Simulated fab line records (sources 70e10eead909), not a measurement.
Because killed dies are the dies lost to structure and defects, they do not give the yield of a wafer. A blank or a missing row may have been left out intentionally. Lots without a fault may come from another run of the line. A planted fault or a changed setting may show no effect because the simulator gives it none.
fab line records | flow nand_harc
[record] lots = 6 | wafers = 18 | last_day = 35
route steps=1302 shown P_ZERO_WELL@5 END@1302
lots with no fault: from the same line, run without faults
start_h: hours from the record's first day to the start of the lot's first wafer shown | wait_h: how many hours have passed since the lot's step before this one | " identical to the entry in the row above | L1.1+2: a single row standing in for several wafers | - either no value or no given start | * or withheld: withheld | < > ~ a bound
route shown NAME@n: NAME is a module with steps in the file, n the number in the route of the first one | usual: average and standard deviation across the fault-free wafers | same: alike in all rows | chamber/n: place in a boat | sites: each site's reading | _std_site: standard deviation of those values | _edge_site: the outer-site mean with the inner-site mean subtracted | radius_mm: how far each site lies from the wafer's centre | mask NAME#n: copy n | behind: the tool/chamber that last shaped the wafer | hold: the reason the lot was held/the length of the hold in hours/how it ended | device: whichever transistor did not switch (one of n, p or np) | end of line: the tests these same wafers got at the end of their route | step lacking rows: just its recipe | killed: count of dies lost to structure and defects at first sort (not the wafer's yield) | map: dies across one wafer; x = killed, . = not, _ = none there
set.NAME: the setting the step ran with; set.NAME@STEP: the setting that earlier step ran with | model.NAME: the simulator's own value behind a step, which no gauge read
lots at selected steps of the route; one table per step, one row per wafer
services: the hour from which a tool's chamber was out of use, counted from the record's first day as start_h (under 0 if before that day), plus the number of hours and why
[[steps]]
[step NHARC_P_ZERO_WELL_DEHYDRATE_03]
[recipe] temp_c = 150 | time_s = 120
[step NHARC_P_ZERO_WELL_HMDS_04]
[recipe] time_s = 30
[step NHARC_P_ZERO_WELL_COAT_64]
[recipe] temp_c = 200 | time_s = 65
[step NHARC_P_ZERO_WELL_COAT_05]
[recipe] spin_rpm = 2000 | resist_thk_nm = 600
[step NHARC_P_ZERO_WELL_SOFTBAKE_06]
[recipe] temp_c = 125 | time_s = 70
[step NHARC_P_ZERO_WELL_EBR_07]
[step NHARC_P_ZERO_WELL_EXPOSE_08]
[recipe] na = 0.55 | target_cd_nm = 500 | dose_mj = 33.8 | mask_id = P_ZERO
[step NHARC_P_ZERO_WELL_PEB_09]
[recipe] peb_temp_c = 128 | peb_time_s = 80
[step NHARC_P_ZERO_WELL_DEVELOP_10]
[recipe] time_s = 50 | dev_temp_c = 22
[step NHARC_P_ZERO_WELL_CD_MEAS_11]
[recipe] target_cd_nm = 500 | landing_energy_ev = 500
[usual] cd_nm = 498.9/1.4
lot.wafer | tool      | chamber | start_h | wait_h | cd_nm
L900.2    | cd_sem-02 | 0       | 31.24   | -      | 497.3
L900.3    | "         | 0       | "       | "      | 500.0
L900.6    | "         | 0       | "       | "      | 498.9
L911.1    | cd_sem-01 | 0       | 141.24  | -      | 500.0
L911.2    | "         | 0       | "       | "      | 498.5
L911.6    | "         | 0       | "       | "      | 498.2
L917.2    | cd_sem-02 | 0       | 201.25  | -      | 499.5
L917.4    | "         | 0       | "       | "      | 497.7
L917.5    | "         | 0       | "       | "      | 499.9
L918.1    | cd_sem-02 | 0       | 211.12  | -      | 499.2
L918.2    | "         | 0       | "       | "      | 500.8
L918.4    | "         | 0       | "       | "      | 499.5
L921.4    | cd_sem-02 | 0       | 241.25  | -      | 499.2
L921.5    | "         | 0       | "       | "      | 499.5
L921.6    | "         | 0       | "       | "      | 498.4
L922.1    | cd_sem-03 | 0       | 251.11  | -      | 498.7
L922.4    | "         | 0       | "       | "      | 499.8
L922.6    | "         | 0       | "       | "      | 501.0
[step NHARC_P_ZERO_WELL_HARDBAKE_12]
[recipe] temp_c = 118 | time_s = 65
[step NHARC_P_ZERO_WELL_DESCUM_13]
[recipe] time_s = 3 | o2_flow_sccm = 200 | ar_flow_sccm = 0 | bias_power_w = 0 | chemistry = O2
[usual] chamber_pressure_mTorr = 60.00/0.058 | drypump_motor_current_A = 5.8/0.48 | oes_product_au = 1.001/0.007 | rf_vpp_V = 57.6/0.79 | showerhead_plenum_p_Torr = 1.89/0.065 | throttle_valve_pct = 11.311/0.0088
[same] time_s = 3
lot.wafer | tool        | chamber | start_h | wait_h | chamber_pressure_mTorr | drypump_motor_current_A | oes_product_au | rf_hours_counter_h | rf_vpp_V | showerhead_plenum_p_Torr | throttle_valve_pct
L900.3    | rie_diel-10 | 3       | 31.53   | -      | 60.08                  | 5.6                     | 1.003          | 42                 | 56.7     | 1.87                     | 11.299
L900.2    | "           | 1       | "       | "      | 60.00                  | 5.1                     | 0.998          | 41                 | 56.8     | 1.88                     | 11.309
L900.6    | "           | 0       | "       | "      | 60.03                  | 6.3                     | 1.009          | -                  | 57.6     | 1.95                     | 11.302
L911.2    | rie_diel-04 | 3       | 141.41  | -      | 59.93                  | 6.2                     | 1.003          | 52                 | 58.1     | 1.98                     | 11.311
L911.1    | "           | 0       | "       | "      | 60.06                  | 4.6                     | 0.995          | 49                 | 57.3     | 1.77                     | 11.299
L911.6    | "           | 2       | "       | "      | 59.98                  | 5.7                     | 0.993          | -                  | 57.9     | 1.89                     | 11.308
L917.2    | rie_diel-10 | 2       | 201.42  | -      | 59.97                  | 6.0                     | 1.002          | 40                 | 56.4     | 1.82                     | 11.306
L917.4    | "           | 3       | "       | "      | 60.08                  | 5.5                     | 1.004          | 38                 | 57.2     | 1.85                     | 11.315
L917.5    | "           | 0       | "       | "      | 59.94                  | 6.3                     | 1.013          | -                  | 58.0     | 1.94                     | 11.311
L918.1    | rie_diel-07 | 3       | 211.29  | -      | 59.85                  | 6.2                     | 1.016          | 24                 | 56.6     | 1.86                     | 11.310
L918.2    | "           | 0       | "       | "      | 60.08                  | 6.4                     | 1.003          | 25                 | 57.7     | 2.05                     | 11.309
L918.4    | "           | 1       | "       | "      | 60.04                  | 5.7                     | 1.004          | 21                 | 58.0     | 1.89                     | 11.316
L921.5    | rie_diel-10 | 3       | 241.43  | -      | 60.00                  | 5.6                     | 1.008          | -                  | 57.2     | 1.85                     | 11.306
L921.6    | "           | 0       | "       | "      | 59.97                  | 6.3                     | 0.999          | -                  | 57.3     | 1.93                     | 11.303
L921.4    | "           | 2       | "       | "      | 59.94                  | 6.0                     | 1.000          | -                  | 57.2     | 1.81                     | 11.297
L922.1    | rie_diel-04 | 3       | 251.28  | -      | 59.98                  | 6.2                     | 1.004          | 21                 | 58.3     | 1.97                     | 11.308
L922.4    | "           | 1       | "       | "      | 60.00                  | 4.9                     | 0.998          | 18                 | 58.2     | 1.80                     | 11.301
L922.6    | "           | 3       | "       | "      | 60.03                  | 6.2                     | 0.999          | -                  | 58.4     | 1.97                     | 11.320
[step NHARC_P_ZERO_WELL_ETCH_65]
[recipe] target_depth_a = 800 | overetch_a = 240 | time_s = 87.88 | ion_energy_ev = 200 | n2_flow_sccm = 150 | h2_flow_sccm = 150 | ar_flow_sccm = 0 | rf_w = 400 | bias_w = 150 | chemistry = N2/H2
[usual] bias_w = 150.0/0.47 | chamber_pressure_mTorr = 30.00/0.034 | drypump_motor_current_A = 5.7/0.48 | oes_product_au = 1.001/0.0079 | rf_vpp_V = 429.8/2 | showerhead_plenum_p_Torr = 2.02/0.074 | throttle_valve_pct = 14.170/0.0087 | time_s = 87.88/0
lot.wafer | tool        | chamber | start_h | wait_h | bias_w | chamber_pressure_mTorr | drypump_motor_current_A | oes_product_au | rf_hours_counter_h | rf_vpp_V | showerhead_plenum_p_Torr | throttle_valve_pct | time_s
L900.3    | rie_diel-10 | 1       | 31.62   | 0.1    | 150.4  | 29.94                  | 5.2                     | 0.984          | 41                 | 428.3    | 2.00                     | 14.169             | 87.88
L900.2    | "           | 2       | "       | "      | 150.1  | 30.00                  | 5.9                     | 0.988          | 42                 | 427.9    | 1.95                     | 14.173             | 87.88
L900.6    | "           | 3       | "       | "      | 150.2  | 30.03                  | 5.6                     | 1.009          | -                  | 428.9    | 1.99                     | 14.178             | 87.88
L911.2    | rie_diel-04 | 0       | 141.48  | 0.1    | 150.0  | 29.98                  | 4.6                     | 1.008          | 49                 | 426.1    | 1.89                     | 14.172             | 87.88
L911.1    | "           | 1       | "       | "      | 150.3  | 30.02                  | 4.9                     | 1.003          | 41                 | 426.1    | 1.93                     | 14.168             | 87.88
L911.6    | "           | 0       | "       | "      | 150.4  | 29.99                  | 4.6                     | 1.012          | -                  | 427.4    | 1.89                     | 14.161             | 87.88
L917.2    | rie_diel-10 | 3       | 201.49  | 0.1    | -      | -                      | -                       | -              | -                  | -        | -                        | -                  | -
L917.4    | "           | 1       | "       | "      | -      | -                      | -                       | -              | -                  | -        | -                        | -                  | -
L917.5    | "           | 2       | "       | "      | -      | -                      | -                       | -              | -                  | -        | -                        | -                  | -
L918.4    | rie_diel-07 | 2       | 211.40  | 0.1    | -      | -                      | -                       | -              | -                  | -        | -                        | -                  | -
L918.1    | "           | 3       | "       | "      | -      | -                      | -                       | -              | -                  | -        | -                        | -                  | -
L918.2    | "           | 0       | "       | "      | -      | -                      | -                       | -              | -                  | -        | -                        | -                  | -
L921.6    | rie_diel-10 | 0       | 241.53  | 0.1    | 150.1  | 30.00                  | 6.3                     | 1.006          | -                  | 431.6    | 2.06                     | 14.178             | 87.88
L921.4    | "           | 2       | "       | "      | 150.0  | 30.06                  | 6.0                     | 1.005          | -                  | 427.8    | 1.93                     | 14.164             | 87.88
L921.5    | "           | 3       | "       | "      | 149.2  | 29.97                  | 5.6                     | 1.008          | -                  | 428.8    | 1.97                     | 14.163             | 87.88
L922.4    | rie_diel-04 | 1       | 251.37  | 0.1    | 150.5  | 30.00                  | 4.9                     | 0.995          | 18                 | 428.0    | 1.92                     | 14.172             | 87.88
L922.1    | "           | 2       | "       | "      | 149.5  | 30.02                  | 5.7                     | 1.002          | 19                 | 430.3    | 2.01                     | 14.171             | 87.88
L922.6    | "           | 0       | "       | "      | 149.8  | 30.01                  | 4.6                     | 0.998          | -                  | 434.2    | 2.21                     | 14.169             | 87.88
[step NHARC_P_ZERO_WELL_ETCH_62]
[recipe] target_depth_a = 130 | time_s = 6.5 | chf3_flow_sccm = 50 | ar_flow_sccm = 200 | rf_w = 500 | bias_w = 200 | chemistry = CHF3/Ar
[usual] bias_w = 200.0/0.56 | chamber_pressure_mTorr = 25.00/0.065 | drypump_motor_current_A = 5.8/0.49 | oes_product_au = 0.962/0.016 | rf_vpp_V = 370.1/2 | showerhead_plenum_p_Torr = 2.32/0.078 | throttle_valve_pct = 20.216/0.0082
[same] time_s = 6.5
lot.wafer | tool        | chamber | start_h | wait_h | bias_w | chamber_pressure_mTorr | drypump_motor_current_A | oes_product_au | rf_hours_counter_h | rf_vpp_V | showerhead_plenum_p_Torr | throttle_valve_pct
L900.3    | rie_diel-10 | 2       | -       | -      | 199.6  | 24.96                  | 5.9                     | 0.975          | 42                 | 368.7    | 2.25                     | 20.208
L900.2    | "           | 3       | "       | "      | 199.7  | 25.02                  | 5.5                     | 0.960          | 42                 | 369.9    | 2.29                     | 20.216
L900.6    | "           | 3       | "       | "      | 200.5  | 25.00                  | 5.6                     | 0.963          | -                  | 369.7    | 2.29                     | 20.217
L911.2    | rie_diel-04 | 1       | -       | -      | 199.5  | 25.01                  | 4.9                     | 0.968          | 41                 | 367.6    | 2.23                     | 20.203
L911.1    | "           | 3       | "       | "      | 200.1  | 25.01                  | 6.2                     | 0.974          | 52                 | 371.8    | 2.43                     | 20.221
L911.6    | "           | 1       | "       | "      | 200.1  | 24.99                  | 4.9                     | 0.959          | -                  | 367.5    | 2.23                     | 20.215
L917.4    | rie_diel-10 | 2       | 201.58  | 0.1    | 199.9  | 24.99                  | 6.0                     | 0.919          | 40                 | 367.7    | 2.23                     | 20.214
L917.2    | "           | 0       | "       | "      | 200.0  | 25.02                  | 6.2                     | 0.923          | 39                 | 371.4    | 2.37                     | 20.220
L917.5    | "           | 3       | "       | "      | 199.5  | 24.99                  | 5.6                     | 0.923          | -                  | 369.7    | 2.27                     | 20.204
L918.4    | rie_diel-07 | 3       | 211.49  | 0.1    | 199.3  | 25.01                  | 6.1                     | 0.954          | 24                 | 369.4    | 2.29                     | 20.216
L918.1    | "           | 0       | "       | "      | 200.8  | 24.98                  | 6.5                     | 0.965          | 25                 | 375.0    | 2.50                     | 20.227
L918.2    | "           | 2       | "       | "      | 199.5  | 25.01                  | 5.9                     | 0.934          | 23                 | 369.7    | 2.35                     | 20.215
L921.6    | rie_diel-10 | 3       | -       | -      | 200.1  | 24.98                  | 5.6                     | 0.966          | -                  | 368.3    | 2.27                     | 20.216
L921.4    | "           | 0       | "       | "      | 200.2  | 25.03                  | 6.3                     | 0.956          | -                  | 370.3    | 2.37                     | 20.205
L921.5    | "           | 2       | "       | "      | 200.7  | 24.98                  | 5.9                     | 0.964          | -                  | 367.9    | 2.23                     | 20.215
L922.1    | rie_diel-04 | 1       | -       | -      | 200.2  | 24.96                  | 4.9                     | 0.986          | 18                 | 368.0    | 2.21                     | 20.199
L922.4    | "           | 3       | "       | "      | 199.7  | 25.01                  | 6.2                     | 0.965          | 21                 | 372.8    | 2.41                     | 20.218
L922.6    | "           | 1       | "       | "      | 201.0  | 25.01                  | 4.9                     | 0.989          | -                  | 368.0    | 2.21                     | 20.224
[step NHARC_END_SORT_01]
[recipe] temp_c = 25
[usual] killed_at_array = 44/16 | killed_at_other = 0.6/1.1 | killed_at_periphery = 3.9/2.6 | killed_dies = 48/16 | killed_open = 3.1/1.9 | killed_short = 2.4/1.8
[same] gross_dies = 677
lot.wafer | tool      | chamber | start_h | wait_h | killed_at_array | killed_at_other | killed_at_periphery | killed_dies | killed_open | killed_short
L917.2    | prober-01 | 0       | 744.55  | 2.8    | 45              | 1               | 631                 | 677         | 2           | 2
L917.4    | prober-01 | 0       | 746.15  | 3.4    | 37              | 4               | 636                 | 677         | 3           | 2
L917.5    | prober-01 | 0       | 746.95  | 3.7    | 31              | 3               | 643                 | 677         | 1           | 1
L918.1    | prober-01 | 0       | 759.35  | 2.5    | 47              | 5               | 625                 | 677         | 3           | 1
L918.2    | prober-01 | 0       | 760.15  | 2.8    | 44              | 2               | 631                 | 677         | 1           | 3
L918.4    | prober-01 | 0       | 761.74  | 3.4    | 46              | 0               | 631                 | 677         | 5           | 2
// killed by level:class
L917.2 P_ZERO_WELL:area_etch=628 A_CHANNEL_HOLE_D2:chamber_film_flake=19 A_CHANNEL_HOLE_D1:chamber_film_flake=9 A_SLIT:chamber_film_flake=4 A_STAIRCASE:chamber_film_flake=4 A_DECK1_JOINT:chamber_film_flake=3 P_CONTACT:chamber_film_flake=2 A_CONTACT:chamber_film_flake=2
L917.4 P_ZERO_WELL:area_etch=632 A_CHANNEL_HOLE_D2:chamber_film_flake=9 A_CHANNEL_HOLE_D1:chamber_film_flake=8 A_STAIRCASE:chamber_film_flake=6 A_SLIT:chamber_film_flake=6 THIN_TSV:chamber_film_flake=4 P_ZERO_WELL:chamber_film_flake=2 P_CONTACT:chamber_film_flake=2
L917.5 P_ZERO_WELL:area_etch=633 A_CHANNEL_HOLE_D2:chamber_film_flake=11 P_CONTACT:chamber_film_flake=7 A_STAIRCASE:chamber_film_flake=6 A_CHANNEL_HOLE_D1:chamber_film_flake=5 THIN_TSV:chamber_film_flake=3 A_DECK1_JOINT:chamber_film_flake=2 A_SLIT:chamber_film_flake=2
L918.1 P_ZERO_WELL:area_etch=623 A_CHANNEL_HOLE_D2:chamber_film_flake=17 A_CHANNEL_HOLE_D1:chamber_film_flake=12 A_CONTACT:chamber_film_flake=7 THIN_TSV:chamber_film_flake=5 A_SLIT:chamber_film_flake=3 P_GATE:chamber_film_flake=2 A_WL_FILL:chamber_film_flake=2
L918.2 P_ZERO_WELL:area_etch=630 A_CHANNEL_HOLE_D2:chamber_film_flake=12 A_CONTACT:chamber_film_flake=12 A_CHANNEL_HOLE_D1:chamber_film_flake=9 A_SLIT:chamber_film_flake=6 THIN_TSV:chamber_film_flake=2 P_CONTACT:geometric_particle:open=1 A_CHANNEL_FILL_D1:geometric_particle:short=1
L918.4 P_ZERO_WELL:area_etch=629 A_CHANNEL_HOLE_D2:chamber_film_flake=15 A_CHANNEL_HOLE_D1:chamber_film_flake=9 A_CONTACT:chamber_film_flake=7 A_SLIT:chamber_film_flake=5 A_STAIRCASE:chamber_film_flake=3 A_WL_FILL:geometric_particle:open=2 A_DECK1_JOINT:chamber_film_flake=2
// map L917.2 (x killed, . not)
____________x____________
_________xxxxxxx_________
_______xxxxxxxxxxx_______
______xxxxxxxxxxxxx______
_____xxxxxxxxxxxxxxx_____
____xxxxxxxxxxxxxxxxx____
____xxxxxxxxxxxxxxxxx____
___xxxxxxxxxxxxxxxxxxx___
___xxxxxxxxxxxxxxxxxxx___
__xxxxxxxxxxxxxxxxxxxxx__
__xxxxxxxxxxxxxxxxxxxxx__
_xxxxxxxxxxxxxxxxxxxxxxx_
_xxxxxxxxxxxxxxxxxxxxxxx_
_xxxxxxxxxxxxxxxxxxxxxxx_
_xxxxxxxxxxxxxxxxxxxxxxx_
_xxxxxxxxxxxxxxxxxxxxxxx_
xxxxxxxxxxxxxxxxxxxxxxxxx
xxxxxxxxxxxxxxxxxxxxxxxxx
xxxxxxxxxxxxxxxxxxxxxxxxx
xxxxxxxxxxxxxxxxxxxxxxxxx
xxxxxxxxxxxxxxxxxxxxxxxxx
_xxxxxxxxxxxxxxxxxxxxxxx_
_xxxxxxxxxxxxxxxxxxxxxxx_
_xxxxxxxxxxxxxxxxxxxxxxx_
_xxxxxxxxxxxxxxxxxxxxxxx_
_xxxxxxxxxxxxxxxxxxxxxxx_
__xxxxxxxxxxxxxxxxxxxxx__
__xxxxxxxxxxxxxxxxxxxxx__
___xxxxxxxxxxxxxxxxxxx___
___xxxxxxxxxxxxxxxxxxx___
____xxxxxxxxxxxxxxxxx____
____xxxxxxxxxxxxxxxxx____
_____xxxxxxxxxxxxxxx_____
______xxxxxxxxxxxxx______
_______xxxxxxxxxxx_______
_________xxxxxxx_________
____________x____________
// map L918.1 (x killed, . not)
____________x____________
_________xxxxxxx_________
_______xxxxxxxxxxx_______
______xxxxxxxxxxxxx______
_____xxxxxxxxxxxxxxx_____
____xxxxxxxxxxxxxxxxx____
____xxxxxxxxxxxxxxxxx____
___xxxxxxxxxxxxxxxxxxx___
___xxxxxxxxxxxxxxxxxxx___
__xxxxxxxxxxxxxxxxxxxxx__
__xxxxxxxxxxxxxxxxxxxxx__
_xxxxxxxxxxxxxxxxxxxxxxx_
_xxxxxxxxxxxxxxxxxxxxxxx_
_xxxxxxxxxxxxxxxxxxxxxxx_
_xxxxxxxxxxxxxxxxxxxxxxx_
_xxxxxxxxxxxxxxxxxxxxxxx_
xxxxxxxxxxxxxxxxxxxxxxxxx
xxxxxxxxxxxxxxxxxxxxxxxxx
xxxxxxxxxxxxxxxxxxxxxxxxx
xxxxxxxxxxxxxxxxxxxxxxxxx
xxxxxxxxxxxxxxxxxxxxxxxxx
_xxxxxxxxxxxxxxxxxxxxxxx_
_xxxxxxxxxxxxxxxxxxxxxxx_
_xxxxxxxxxxxxxxxxxxxxxxx_
_xxxxxxxxxxxxxxxxxxxxxxx_
_xxxxxxxxxxxxxxxxxxxxxxx_
__xxxxxxxxxxxxxxxxxxxxx__
__xxxxxxxxxxxxxxxxxxxxx__
___xxxxxxxxxxxxxxxxxxx___
___xxxxxxxxxxxxxxxxxxx___
____xxxxxxxxxxxxxxxxx____
____xxxxxxxxxxxxxxxxx____
_____xxxxxxxxxxxxxxx_____
______xxxxxxxxxxxxx______
_______xxxxxxxxxxx_______
_________xxxxxxx_________
____________x____________
[[services]]
tool        | chamber | start_h | hours | kind
rie_diel-10 | 0       | 20.73   | -     | clean
rie_diel-10 | 1       | 20.73   | -     | clean
rie_diel-10 | 2       | 20.73   | -     | clean
rie_diel-10 | 3       | 20.73   | -     | clean
rie_diel-04 | -       | 21.83   | 0.9   | repair
rie_diel-10 | 0       | 45.23   | -     | clean
rie_diel-10 | 1       | 45.23   | -     | clean
rie_diel-10 | 2       | 45.23   | -     | clean
rie_diel-10 | 3       | 45.23   | -     | clean
rie_diel-10 | -       | 65.56   | 9.0   | pm
rie_diel-10 | 0       | 65.56   | 9.0   | vent_cycle
rie_diel-10 | 1       | 65.56   | 9.0   | vent_cycle
rie_diel-10 | -       | 79.02   | 0.8   | repair
rie_diel-10 | 3       | 105.62  | 4.3   | repair
rie_diel-04 | 2       | 107.88  | 25.7  | repair
rie_diel-07 | -       | 117.20  | 9.0   | pm
rie_diel-04 | 0       | 117.31  | 4.8   | repair
rie_diel-10 | 2       | 117.65  | 6.5   | repair
rie_diel-07 | 1       | 141.65  | 5.9   | repair
rie_diel-04 | 1       | 172.07  | 3.7   | repair
rie_diel-04 | -       | 178.41  | 9.0   | pm
rie_diel-04 | 2       | 220.75  | 1.3   | repair
rie_diel-04 | 0       | 233.12  | 2.8   | repair
rie_diel-10 | -       | 242.56  | 9.0   | pm
[[key]]
[first_sign] step = NHARC_P_ZERO_WELL_ETCH_65 | reading = tool_record | direction = missing
[effect] step = NHARC_END_SORT_01 | reading = killed_at_periphery | direction = up | sigmas = 99+ | usual = 3.9 | struck = 632.8
[more_kills_born_at] NHARC_P_ZERO_WELL_ETCH_65@rie_diel-10 = 1894 | NHARC_P_ZERO_WELL_ETCH_65@rie_diel-07 = 1882
met_at NHARC_P_ZERO_WELL_ETCH_65
struck_wafers L917.2,L917.4,L917.5,L918.1,L918.2,L918.4
later_rows_left_out L917.2,L917.4,L917.5,L918.1,L918.2,L918.4
tester_left_out L917,L918
onset_between 31.62 201.49
[fault] kind = skipped_step_whole | tool = rie_diel-07,rie_diel-10 | chamber = - | onset_h = 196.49 | steps = NHARC_P_ZERO_WELL_ETCH_65 | scope = struck_lots_only
// tester_left_out: of these lots the tester's yield and bins aren't shown, on N5 and GAA mostly nor the transistor test; their killed dies are dies lost to structure and defects alone, not to doping, threshold or leakage, so they don't give the yield
// later_rows_left_out: the simulator's readings of these wafers behind a module that went badly wrong aren't trusted and aren't shown, but for the sort
